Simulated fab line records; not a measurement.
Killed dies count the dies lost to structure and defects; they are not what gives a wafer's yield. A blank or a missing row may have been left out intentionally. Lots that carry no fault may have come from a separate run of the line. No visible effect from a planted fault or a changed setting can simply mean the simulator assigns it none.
Chamber matching | flow nand harc | 4 sister chambers for NHARC_A_CONTACT_ETCH_96 on rie diel-04
The step etches the open film in C4F6/O2, target depth 20 nm, time 10 s. 4 wafers are shown with their chamber, then 8 later ones without.

## WAFERS WITH THEIR CHAMBER
wafer  | chamber | showerhead plenum p Torr (Torr)
L587.5 | 3       | 3.84
L588.6 | 2       | 3.88
L594.2 | 0       | 3.77
L595.2 | 1       | 4.20

## WAFERS MISSING THEIR CHAMBER
wafer  | showerhead plenum p Torr (Torr)
L595.5 | 4.20
L595.6 | 3.87
L596.1 | 4.20
L596.5 | 3.87
L596.6 | 4.20
L599.1 | 3.76
L599.2 | 3.82
L599.6 | 3.87

## CHAMBER TAKEN BY EACH
wafer  | from the rows above | in truth
L595.5 | 1                   | 1
L595.6 | 2                   | 2
L596.1 | 1                   | 1
L596.5 | 2                   | 2
L596.6 | 1                   | 1
L599.1 | 0                   | 0
L599.2 | 3                   | 3
L599.6 | 2                   | 2
Correctly placed: 8 of 8. Can't be placed from these rows: 0. Number placed wrongly: 0.
How it was worked out, from the rows above alone: a wafer's distance from a chamber is the root of the sum, over the readings, of the square of ((its reading less the chamber's mean) divided by the reading's scatter). The wafer belongs to the nearest chamber; if the next one is less than 2 further off, it can't be placed. Each chamber's mean is taken over the wafers shown for it. The scatter (one wafer shown for each chamber): square how far every hidden wafer sits from the nearest shown wafer, average those squares and take the square root.
